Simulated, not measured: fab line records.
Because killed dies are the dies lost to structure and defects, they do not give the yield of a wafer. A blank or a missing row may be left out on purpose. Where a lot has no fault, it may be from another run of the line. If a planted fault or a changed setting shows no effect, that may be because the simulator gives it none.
8D (eight disciplines) problem report, filled in by code :: flow nand harc :: the parts of the form that need people (team, actions taken, sign-off) are left out

== 1. WHAT IS WRONG ==
At NHARC_A_M1_CD_MEAS_09, cd nm averages 89.0 nm over 6 wafers from 2 lots, while fault-free wafers read 120.0 nm, standard deviation 0.49. Relative to the usual mean, that is a shift of -63 standard deviations.
The step: target cd 120 nm.
Seen first at day 23 04:18 on cd sem-02, wafer L769.3. At this step, 36 wafers from 12 lots have a number in the record. Rule for "out", or "out of limits": more than 4 standard deviations from the usual mean. The other wafers with a number count as sound.

== 2. WHAT IT IS, WHAT IT ISN'T ==
question: which readings at this step
is: cd nm
is not: -

question: which lots
is: L769, L774
is not: L753, L755, L756, L761, L763, L766, L767, L770, L773, L775

question: which wafers of those lots
is: all that have a number
is not: -

question: read on which gauges
is: cd sem-01, cd sem-02
is not: cd sem-03

question: when
is: from day 23 04:18
is not: up to then (24 sound wafers); but 6 sound wafers of L773, L775 came after

== 3. WHAT RULES OUT EACH SUSPECT ==
Counting: any tool at a process step up to the reading is kept as a suspect provided that every lot that is out went through it and no sound lot did after the first of them.
- ruled out: the gauge at NHARC_A_M1_CD_MEAS_09. 2 gauges (cd sem-01, cd sem-02) read the wafers that are out.
- pvd sputter-02 at NHARC_A_M0_PRE_CLEAN_29 (time 30 s): ruled out as a lasting fault. Sound lots L775 ran on it after its first lot that is out, L769 (day 23 04:13). NHARC_A_M0_PRE_CLEAN_29 gives no start for some lots, so the hours and the order of its lots are those of NHARC_A_M1_PEB_07.
- pvd sputter-02 at NHARC_A_M0_PVD_20 (deposits TaN, target thk 5 nm, time 8.06 s): ruled out as a lasting fault. Sound lots L775 ran on it after its first lot that is out, L769 (day 23 04:13). NHARC_A_M0_PVD_20 gives no start for some lots, so the hours and the order of its lots are those of NHARC_A_M1_PEB_07.
- litho track-06 at NHARC_A_M1_PEB_07 (peb time 65 s): kept. It ran every lot that is out, first L769 (day 23 04:13), and no sound lot after that; its last sound lot up to then is L756 (day 18 09:13). On those wafers its own readings are out: heater power total W, plate temp C.
The count leaves litho track-06 at NHARC_A_M1_PEB_07.

== 4. THE CAUSE (what the simulator had put in) ==
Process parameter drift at NHARC_A_M1_PEB_07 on litho track-06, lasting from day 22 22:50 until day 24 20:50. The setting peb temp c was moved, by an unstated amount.
The count eliminated every tool but this one.

== 5. SEQUENCE OF EFFECTS, ordered by route ==
Rows list readings where the struck wafers' mean (over those with a number) sits beyond 3 standard deviations from the usual. Only readings whose record carries a usual standard deviation are examined. hours: median over the lots of the time between each lot's start at the first step of this table that gives one and its start at this step. sigmas: the change, counted in usual standard deviations.
hours: 0
step: NHARC_A_M1_PEB_07
reading: heater power total W
usual: 156.6 W
on struck wafers: 141.3
change: -15.3
sigmas: -36

hours: 0
step: NHARC_A_M1_PEB_07
reading: plate temp C
usual: 99.97 C
on struck wafers: 92.70
change: -7.27
sigmas: -52

hours: 0
step: NHARC_A_M1_CD_MEAS_09
reading: cd nm
usual: 120.0 nm
on struck wafers: 89.0
change: -31.0
sigmas: -63

hours: 41
step: NHARC_END_SORT_01
reading: defect limited yield
usual: 95.4 %
on struck wafers: 0.7
change: -94.7
sigmas: -68

hours: 41
step: NHARC_END_SORT_01
reading: killed at array
usual: 27
on struck wafers: 668
change: +641
sigmas: +64

hours: 41
step: NHARC_END_SORT_01
reading: killed dies
usual: 31
on struck wafers: 672
change: +641
sigmas: +66

hours: 41
step: NHARC_END_SORT_01
reading: sort_bin_2_pct
usual: 1.4 %
on struck wafers: 94.0
change: +92.5
sigmas: +99 or more

hours: 41
step: NHARC_END_SORT_01
reading: sort n pass
usual: 646
on struck wafers: 5
change: -641
sigmas: -66

hours: 41
step: NHARC_END_SORT_01
reading: sort rim yield pct
usual: 95.3 %
on struck wafers: 3.5
change: -91.8
sigmas: -31

hours: 41
step: NHARC_END_SORT_01
reading: sort yield pct
usual: 95.4 %
on struck wafers: 0.7
change: -94.7
sigmas: -68
Process steps it contains:
- NHARC_A_M1_PEB_07: peb time 65 s.
Later measuring or inspecting steps at which every struck wafer that the step has a row for has a number for every such reading, and none has moved that far: NHARC_A_M1_OVL_MEAS_10.

== 6. HOW IT WOULD HAVE BEEN CAUGHT EARLIER ==
The first out-of-limits reading at a measuring or inspecting step in this record came at day 23 04:18, 5 hours after the fault's start at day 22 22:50.
Tool's own readings at NHARC_A_M1_PEB_07, heater power total W, plate temp C: out on all struck wafers the step has rows for; an alarm limit on them would have tripped on the first.
Among the 2 lots that are out, L774 began NHARC_A_M1_PEB_07 on litho track-06 after day 23 04:18. Holding the tool at that time would have saved it.
